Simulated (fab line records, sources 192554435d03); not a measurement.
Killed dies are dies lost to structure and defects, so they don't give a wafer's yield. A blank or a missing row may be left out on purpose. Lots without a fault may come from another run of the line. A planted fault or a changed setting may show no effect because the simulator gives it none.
fab line records | flow n5_finfet
record lots=3 wafers=9 last_day=18
route steps=1938 shown BEOL_M4@1099 BEOL_M5@1112 BEOL_M15@1830 PASSIVATION@1936
lots that met no fault: from a run of the same line without faults
start_h: hours from the record's first day to the start of the lot's first wafer shown | wait_h: hours since the lot's step before | " the same as in the row above | L1.1+2: a row that stands for several wafers | - no value, or no start given | * or withheld: withheld | < > ~ a bound
route shown NAME@n: a module of which the file shows steps, and the number in the route of the first | usual: mean/standard deviation of fault-free wafers | same: alike in all rows | chamber/n: place in a boat | sites: the reading at each site | _std_site: their standard deviation | _edge_site: outer sites' mean less inner sites' | radius_mm: how far each site lies from the wafer's centre | mask NAME#n: copy n | behind: the tool/chamber that last shaped the wafer | hold: why the lot was held/for how many hours/how that ended | device: the transistor (n, p or np) that didn't switch | end of line: the same wafers' tests at the end of the route | a step without rows: its recipe alone | killed: dies lost to structure and defects at the first sort, not the wafer's yield | map: a wafer's dies, x killed, . not, _ none there
set.NAME: the setting as run; set.NAME@STEP: as run at that earlier step | model.NAME: the simulator's own value behind a step, which no gauge read
lots at some steps of the route; a table a step, a row a wafer
services: from which hour (start_h, from the record's first day; less than 0 if before it) a tool's chamber was out of use, for how many hours, and why
## steps
# step N5_BEOL_M4_ANNEAL_95
# recipe temp_c=400 time_s=240 ambient=vacuum
# step N5_BEOL_M4_SPUTTER_96
# recipe material=Cu target_thk_a=45 temp_c=-20 chamber_pressure_pa=0.07 power_w=withheld time_s=8.29
# step N5_BEOL_M4_ECD_50
# recipe material=Cu target_thk_a=3000
# step N5_BEOL_M4_ANNEAL_51
# recipe temp_c=225 time_s=90 ambient=N2
# step N5_BEOL_M4_CMP_52
# recipe stop_on=SiOC t_overpolish_s=6.8 down_force_psi=1 platen_rpm=50 clearing_platen_down_force_psi=1.5 clearing_platen_rpm=50 post_cmp_clean=cu_alkaline target_thk_nm=40 clearing_platen_pad_velocity_m_s=0.99484 pad_velocity_m_s=0.99484
# step N5_BEOL_M4_PRE_CLEAN_60
# recipe gas=NH3/H2 time_s=15 temp_c=* rf_power_w=300
# step N5_BEOL_M4_CO_CAP_55
# recipe material=Co target_thk_a=20 temp_c=200 precursor=CCTBA/H2 pressure_torr=30 time_s=102.1
# step N5_BEOL_M4_PRE_CLEAN_56
# recipe gas=NH3 time_s=15 temp_c=withheld rf_power_w=300
# step N5_BEOL_M4_DEP_57
# recipe material=SiCN target_thk_a=80 temp_c=withheld precursor=3MS/NH3 pressure_torr=3 rf_w=202 time_s=14
# step N5_BEOL_M4_RC_MEAS_101
# usual DIBL_N=36.3/2.2 DIBL_P=36.0/2.4 IOFF_N=0.16/0.042 IOFF_P=0.22/0.041 ION_N=672/14 ION_P=462/7.9 SS_N=71.7/0.76 SS_P=73.3/0.72 VT_N=250/3.6 VT_P=-249/3
# columns lot.wafer tool chamber start_h wait_h DIBL_N[mV/V] DIBL_P[mV/V] IOFF_N[nA/um] IOFF_P[nA/um] ION_N[uA/um] ION_P[uA/um] SS_N[mV/dec] SS_P[mV/dec] VT_N[mV] VT_P[mV]
L871.1 prober-02 0 194.70 0.0 38.5 37.0 0.20 0.26 686 468 71.7 73.8 243 -248
L871.4 " 0 " " 33.8 30.4 0.11 0.15 649 450 70.4 72.4 253 -252
L871.5 " 0 " " 35.6 34.4 0.14 0.20 681 464 70.5 72.6 249 -248
L882.3 prober-01 0 285.80 0.3 34.3 31.1 0.11 0.15 652 451 70.7 73.0 254 -255
L882.4 " 0 " " 42.5 39.2 0.32 0.30 680 469 74.0 74.4 243 -246
L882.6 " 0 " " 38.5 36.7 0.19 0.24 682 466 72.0 74.3 246 -248
L885.1 prober-01 0 312.88 0.0 34.6 35.6 0.13 0.21 664 464 71.9 72.9 252 -247
L885.2 " 0 " " 38.1 40.4 0.21 0.32 690 474 71.6 74.2 246 -244
L885.4 " 0 " " 34.2 35.2 0.12 0.21 660 467 70.9 72.6 253 -250
# step N5_BEOL_M5_ILD_DEP_00
# recipe material=SiCOH_lowk target_thk_a=1406.4 temp_c=300 precursor=DEMS/porogen pressure_torr=5 rf_w=500 time_s=25.9
# step N5_BEOL_M5_CURE_79
# recipe temp_c=385 time_s=240 ambient=He/Ar material=SiCOH_lowk
# step N5_BEOL_M5_PECVD_70
# recipe material=SiO2 target_thk_a=160 temp_c=400 precursor=TEOS/O2 pressure_torr=5.5 rf_w=450 teos_flow_sccm=53.8 gas=O2 flow_sccm=3000 time_s=18
# step N5_BEOL_M5_HM_DEP_02
# recipe material=TiN target_thk_a=200 temp_c=25 chamber_pressure_pa=0.49996
# step N5_BEOL_M5_COAT_59
# recipe resist=SOC temp_c=250 time_s=60 spin_rpm=1500 resist_thk_nm=60
# step N5_BEOL_M5_COAT_60
# recipe resist=SiARC temp_c=220 time_s=60 spin_rpm=1500 resist_thk_nm=12
# step N5_BEOL_M5_COAT_71
# recipe resist=underlayer temp_c=205 time_s=60 spin_rpm=1500 resist_thk_nm=5
# step N5_BEOL_M5_COAT_05
# recipe resist=CAR-EUV spin_rpm=1500 resist_thk_nm=30
# step N5_BEOL_M5_EBR_07
# recipe solvent=PGMEA ebr_width_mm=1.5
# step N5_BEOL_M5_SOFTBAKE_06
# recipe temp_c=110 time_s=60 resist=CAR-EUV
# step N5_BEOL_M5_EXPOSE_08
# recipe mask_id=M5 na=0.33 source_shape=annular sigma_inner=0.4 sigma_outer=0.8 polarization=unpolarized target_cd_nm=28 dose_mj=35.75
# step N5_BEOL_M5_PEB_09
# recipe peb_temp_c=100 peb_time_s=60 resist=CAR-EUV
# step N5_BEOL_M5_DEVELOP_10
# recipe develop_time_s=30 developer=TMAH resist=CAR-EUV rinse_liquid=surfactant_rinse dry=air_spin dev_temp_c=23
# step N5_BEOL_M5_DESCUM_16
# recipe chemistry=O2 time_s=7 source_power_w=50 bias_power_w=20 pressure_mtorr=20 rf_frequency_hz=2.712e+07 temp_c=40 resist=CAR-EUV o2_flow_sccm=225
# step N5_BEOL_M5_ETCH_72
# recipe chemistry=N2/H2 target=underlayer target_depth_a=65 mask_material=CAR-EUV time_s=5.2 ion_energy_ev=200 pressure_mtorr=30 source_w=840 bias_w=150 n2_flow_sccm=200 h2_flow_sccm=200 ends=cleared
# step N5_BEOL_M5_ETCH_61
# recipe chemistry=CF4 target=SiARC target_depth_a=156 mask_material=CAR-EUV time_s=26 ion_energy_ev=80 pressure_mtorr=40 source_w=545 bias_w=36 Ar_flow_sccm=100 cf4_flow_sccm=100 ends=cleared
# step N5_BEOL_M5_ETCH_62
# recipe chemistry=N2/H2 target=SOC target_depth_a=750 overetch_a=150 mask_material=SiARC temp_c=40 time_s=112.5 ion_energy_ev=200 pressure_mtorr=30 source_w=840 bias_w=150 n2_flow_sccm=200 h2_flow_sccm=200
# step N5_BEOL_M5_STRIP_63
# recipe chemistry=N2/H2 temp_c=40 n2_flow_sccm=200 h2_flow_sccm=200 rf_frequency_hz=6e+07
# step N5_BEOL_M5_STRIP_73
# recipe chemistry=N2/H2 temp_c=40 n2_flow_sccm=200 h2_flow_sccm=200 rf_frequency_hz=6e+07
# step N5_BEOL_M5_STRIP_64
# recipe chemistry=CF4 resist=SiARC power_w=300 bias_power_w=75 pressure_mtorr=50 cf4_flow_sccm=150 rf_frequency_hz=6e+07
# step N5_BEOL_M5_HM_OPEN_17
# recipe chemistry=Cl2/BCl3 target_depth_a=200 overetch_a=60 target=TiN mask_material=SOC ion_energy_ev=150 pressure_mtorr=10 icp_w=1000 bias_w=126 Cl2_flow_sccm=53.25 bcl3_flow_sccm=21.75 Ar_flow_sccm=25
# step N5_BEOL_M5_STRIP_19
# recipe chemistry=O2 power_w=400 temp_c=40 pressure_mtorr=30 rf_frequency_hz=6e+07 bias_power_w=0 overash_fraction=0.2 o2_flow_sccm=225
# step N5_BEOL_M5_COAT_65
# recipe resist=SOC temp_c=250 time_s=60 spin_rpm=1500 resist_thk_nm=60
# step N5_BEOL_M5_COAT_66
# recipe resist=SiARC temp_c=220 time_s=60 spin_rpm=1500 resist_thk_nm=12
# step N5_BEOL_M5_ALD_86
# recipe material=TaN target_thk_a=* temp_c=275 ald_precursor_family=PDMAT ald_co_reactant=NH3 pressure_torr=3 carrier_flow_sccm=1500 pulse_time_s=2 purge_time_s=3 co_reactant_purge_time_s=2 co_reactant_pulse_time_s=3 ald_cycles=30 precursor_vessel_temp_c=75 precursor_vessel_pressure_torr=26.25 precursor_vessel_carrier_sccm=1000
# usual ald_cycles=30/0 heater_power_w=430/43
# columns lot.wafer tool chamber start_h wait_h ald_cycles heater_power_w model.TaN_of_BEOL_M5_ALD_86.thk_nm
L871.1 ald_metal-03 2 201.61 0.0 15 419 *
L871.4 " 0 " " 30 370 *
L871.5 " 1 " " 30 461 *
L882.3 ald_metal-03 1 293.91 0.1 30 472 *
L882.4 " 3 " " 30 475 *
L882.6 " 0 " " 30 373 *
L885.1 ald_metal-01 2 318.94 0.1 30 428 *
L885.2 " 1 " " 30 495 *
L885.4 " 3 " " 30 414 *
# step N5_BEOL_M15_RC_MEAS_101
# usual COMB_M10=1.5e-11/3.3e-12 COMB_M11=1.46e-11/3e-12 COMB_M12=6.8e-12/1.5e-12 COMB_M13=4.9e-12/1.3e-12 COMB_M14=4e-12/1.1e-12 COMB_M15=2.7e-12/9e-13 COMB_M5=3.6e-11/8e-12 COMB_M5_max_site=5.3e-11/1.2e-11 COMB_M6=2.6e-11/5.7e-12 COMB_M7=2.6e-11/6e-12 COMB_M8=2.5e-11/5.7e-12 COMB_M9=1.4e-11/3.2e-12 SERP_M10=3.10/0.092 SERP_M11=3.08/0.077 SERP_M11_max_site=3.17/0.085 SERP_M12=0.639/0.019 SERP_M13=0.310/0.0062 SERP_M14=0.163/0.0048 SERP_M5=38.1/1.8 SERP_M5_max_site=39.7/2 SERP_M6=14.0/0.66 SERP_M7=14.0/0.48 SERP_M8=13.9/0.65 SERP_M9=3.09/0.094
# columns lot.wafer tool chamber start_h wait_h COMB_M10[S/m] COMB_M11[S/m] COMB_M12[S/m] COMB_M13[S/m] COMB_M14[S/m] COMB_M15[S/m] COMB_M5[S/m] COMB_M5_max_site[S/m] COMB_M6[S/m] COMB_M7[S/m] COMB_M8[S/m] COMB_M9[S/m] SERP_M10[ohm/um] SERP_M11[ohm/um] SERP_M11_max_site[ohm/um] SERP_M12[ohm/um] SERP_M13[ohm/um] SERP_M14[ohm/um] SERP_M5[ohm/um] SERP_M5_max_site[ohm/um] SERP_M6[ohm/um] SERP_M7[ohm/um] SERP_M8[ohm/um] SERP_M9[ohm/um]
L871.1 prober-01 0 274.07 0.0 1e-11 2.14e-11 6.9e-12 2.4e-12 2.9e-12 1e-12 3.79e-10 5.3e-10 2.9e-11 2.4e-11 2.8e-11 1.3e-11 3.26 3.00 3.08 0.628 0.305 0.159 32.7 33.3 14.9 14.7 15.6 3.12
L871.4 " 0 " " 1.6e-11 1.38e-11 5.3e-12 2.4e-12 3.8e-12 1e-12 3e-11 4.9e-11 3e-11 3e-11 2.3e-11 9e-12 3.23 3.03 3.10 0.656 0.310 0.160 37.1 38.8 14.4 15.1 14.2 2.95
L871.5 " 0 " " 1.2e-11 1.7e-11 5.8e-12 3.5e-12 2.5e-12 1e-12 3.5e-11 5.8e-11 3.6e-11 1.5e-11 2.1e-11 1.1e-11 3.14 2.98 3.06 0.656 0.306 0.165 35.9 37.5 15.6 13.8 14.6 3.13
L882.3 prober-01 0 381.66 0.3 1.5e-11 1.85e-11 8e-12 3.1e-12 2.4e-12 2.5e-12 3.9e-11 5.2e-11 3.3e-11 2.1e-11 2.5e-11 1.5e-11 3.01 3.04 3.12 0.632 0.308 0.157 39.7 42.9 14.4 13.8 13.6 2.99
L882.4 " 0 " " 1.4e-11 1.15e-11 7.6e-12 3.9e-12 2.5e-12 1.6e-12 3.1e-11 5.2e-11 2.6e-11 2.4e-11 3.1e-11 1.4e-11 2.99 3.03 3.08 0.633 0.319 0.160 38.5 39.6 13.3 14.2 13.6 2.99
L882.6 " 0 " " 1.5e-11 1.25e-11 5.8e-12 4.9e-12 2.2e-12 1.3e-12 3.2e-11 4e-11 2.2e-11 2.1e-11 3.4e-11 1e-11 3.10 3.15 3.21 0.630 0.309 0.163 39.9 43.3 13.5 15.1 14.2 3.03
L885.1 prober-02 0 407.68 0.0 1.8e-11 1.63e-11 6.5e-12 4.8e-12 5.3e-12 4.2e-12 2.8e-11 3.1e-11 3.2e-11 2.7e-11 2e-11 1.4e-11 3.06 3.16 3.21 0.636 0.303 0.164 41.4 41.9 12.7 14.9 14.6 3.34
L885.2 " 0 " " 1.5e-11 1.42e-11 5.5e-12 7.6e-12 4.6e-12 4.6e-12 3e-11 3.8e-11 2.7e-11 2.6e-11 2.8e-11 1.5e-11 3.09 3.19 3.30 0.663 0.317 0.167 40.3 42.1 13.2 14.0 14.1 2.96
L885.4 " 0 " " 1.6e-11 1.38e-11 7.2e-12 4.6e-12 3.5e-12 3.3e-12 4.3e-11 5.6e-11 4.5e-11 2.7e-11 2.3e-11 1.3e-11 3.08 3.11 3.16 0.642 0.309 0.167 36.9 37.4 13.5 13.7 13.9 3.14
# sites COMB_M5 radius_mm=0,75,75,75,75,140,140,140,140
L871.1 2.74e-10 3.18e-10 3.8e-10 3.89e-10 5.3e-10 4.1e-10 2.73e-10 2.92e-10 3.79e-10
L882.3 3.7e-11 3.8e-11 4.4e-11 3.9e-11 3.4e-11 2.6e-11 5.2e-11 4.5e-11 4.5e-11
L885.1 2.8e-11 3e-11 2.8e-11 2.9e-11 2.4e-11 2.3e-11 3.1e-11 2.5e-11 3e-11
# step N5_PASSIVATION_PROBE_49
# usual defect_limited_yield=91.3/1.7 killed_at_M0_to_M3=33/9.9 killed_at_M4_up=14/6.4 killed_at_contacts=12/7 killed_at_front_end=41/13 killed_at_other=3.1/2.9 killed_dies=103/20 killed_on_rim=13/4 killed_open=67/14 killed_short=34/9.4 sort_bin_4_leakage=0.03/0.24 sort_bin_5_function=5.1/1.1 sort_bin_6_memory=3.2/0.79 sort_bin_8_speed=0.02/0.15 sort_n_pass=1077/21 sort_yield_pct=91.2/1.7
# same gross_dies=1180 killed_at_back_side=0
# columns lot.wafer tool chamber start_h wait_h defect_limited_yield[%] killed_at_M0_to_M3 killed_at_M4_up killed_at_contacts killed_at_front_end killed_at_other killed_dies killed_on_rim killed_open killed_short sort_bin_4_leakage[%] sort_bin_5_function[%] sort_bin_6_memory[%] sort_bin_8_speed[%] sort_n_pass sort_yield_pct[%]
L871.1 prober-02 - 290.51 0.5 78.4 33 171 22 28 1 255 34 73 24 13.39 5.6 2.5 0 925 78.4
L871.4 prober-02 - 290.66 0.7 90.8 33 14 12 42 7 108 15 73 35 0 5.5 3.6 0 1072 90.8
L871.5 prober-02 - 290.71 0.7 93.3 22 11 11 22 13 79 9 56 23 0 4.0 2.4 0 1101 93.3
# killed by level:class
L871.1 M5:area_ald=158 MOL_CONTACT_COAG:geometric_particle:open=18 STI_FIN_REVEAL:geometric_particle:open=11 BEOL_M4:geometric_particle:open=9 BEOL_M3:geometric_particle:open=7 BEOL_M1:geometric_particle:open=7 BEOL_M0_SAQP:geometric_particle:open=6 BEOL_M0_SAQP:geometric_particle:short=4
L871.4 FIN_SAQP:geometric_particle:short=14 STI_FIN_REVEAL:geometric_particle:open=10 MOL_CONTACT_COAG:geometric_particle:open=9 BEOL_M1:geometric_particle:open=8 BEOL_M2:geometric_particle:open=8 FIN_SAQP:geometric_particle:open=7 BEOL_M0_SAQP:geometric_particle:open=5 BEOL_M4:geometric_particle:open=5
L871.5 MOL_CONTACT_COAG:geometric_particle:open=11 BEOL_M4:geometric_particle:open=8 BEOL_M3:geometric_particle:open=7 BEOL_M1:geometric_particle:open=5 STI_FIN_REVEAL:geometric_particle:open=4 BEOL_M0_SAQP:geometric_particle:open=4 PASS1_CAP:geometric_particle:short=4 STARTING-WAFER:geometric_particle:open=4
# map L871.1 (x killed, . not)
_________________.......xx...________________
______________.x.........x......_____________
___________...x.x...x......xx..x...__________
__________.x.......................x_________
________....x...x.....x...x..x.x......_______
_______.....xx....x.....x..............______
______x....x......x....x.........x.xx..._____
_____....xx.x.x...x.x...........x..x....x____
____.x......x.....xx......x..xx.....x.xx..___
___.....x.....xx............xx.......x....x__
___..x..xx....x...x...x...x...........x.xx.__
__..xx.x......x.....x.x.xx..x...x...x......._
__...x..x.x.xx...xx........x....xx.x....xxx._
_.x...x.....x....x.x..x...........xx...xx....
_xxx....xx....xx...x.x...x......x..x...xxx.xx
_.x...x......xx.x................x..x........
_xx...x......x...x.x....x.......x.....xx.....
_x...x.......xx..xx.........xx............x..
_......x.x.x....x...xx..x...x..............x.
_xx....x......x......xx..........x.x.x..x.x..
_..x....xx......x......x...x..xx..xx.x.x....x
__....x......x...x....x......x...x........x._
__..x....x..xx...x..........x......x.x.x.x.x_
___.....x....x.x..x.xx........xx......x.x..__
___x......x.........x...........xx...x.....__
____.x..........xx....x.x...........x.....___
_____...........x...............x....x...____
______x..............x..x..............x_____
_______x.x....x.........x.....x.....x..______
________.....x...x.......xx..........x_______
__________x....xxx.x..xx.........x.._________
___________.xx....xxxx.........x...__________
______________..x.x...........xx_____________
_________________x.......x...________________
# map L882.3 (x killed, . not)
_________________......x..x.x________________
______________x................._____________
___________.x...x..................__________
__________.......x.....x............_________
________..x................x.........._______
_______.....x.x.....x..................______
______x....x...................x........_____
_____.........x..........................____
____........x....x......x.................___
___.........xx..x..............x...........__
___.....x..................................__
__....x....x..........................x....._
__.....................x...................._
_..x...x..x....xx.......x............x..x....
_x.x..............x.....x..............x...x.
_.......xx........x.................x...x.x..
_x..x....x.......x..............x...xx.......
_.x.........x.......x......x................x
_...................x........................
_.....................x......................
_...............................x.x..........
__x........................................._
__......x...................x.....x........._
___......................x...xx.......x....__
___.x......x.............x.................__
____..........x...........................___
_____......x.............................____
______................x......x..x......._____
_______.......x.......x...............x______
________.........x.x.................._______
__________xx.x..x...............x..._________
___________.....x..................__________
______________.x....x...x......._____________
_________________x..xx.......________________
## services
# columns tool chamber start_h hours kind
ald_metal-01 - 279.78 14.6 pm
ald_metal-03 2 292.55 14.3 repair
ald_metal-01 - 303.83 14.1 repair
## key
first_sign step=N5_BEOL_M5_ALD_86 reading=ald_cycles direction=down sigmas=99+ usual=* struck=*
effect step=N5_BEOL_M15_RC_MEAS_101 reading=COMB_M5 direction=up sigmas=43 usual=3.6e-11 struck=3.79e-10
effect step=N5_PASSIVATION_PROBE_49 reading=sort_bin_4_leakage direction=up sigmas=55 usual=0.03 struck=13.39
model_effect step=N5_BEOL_M5_ALD_86 value=TaN_of_BEOL_M5_ALD_86.thk_nm without=* struck=*
more_kills_born_at N5_BEOL_M5_ALD_86@ald_metal-03=158
met_at N5_BEOL_M5_ALD_86
struck_wafers L871.1
fault kind=process_parameter_drift tool=ald_metal-03 chamber=2 onset_h=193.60 steps=N5_BEOL_M5_ALD_86 channel=ald_cycles offset=* shape=step end_h=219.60 acts_in=* stated=*
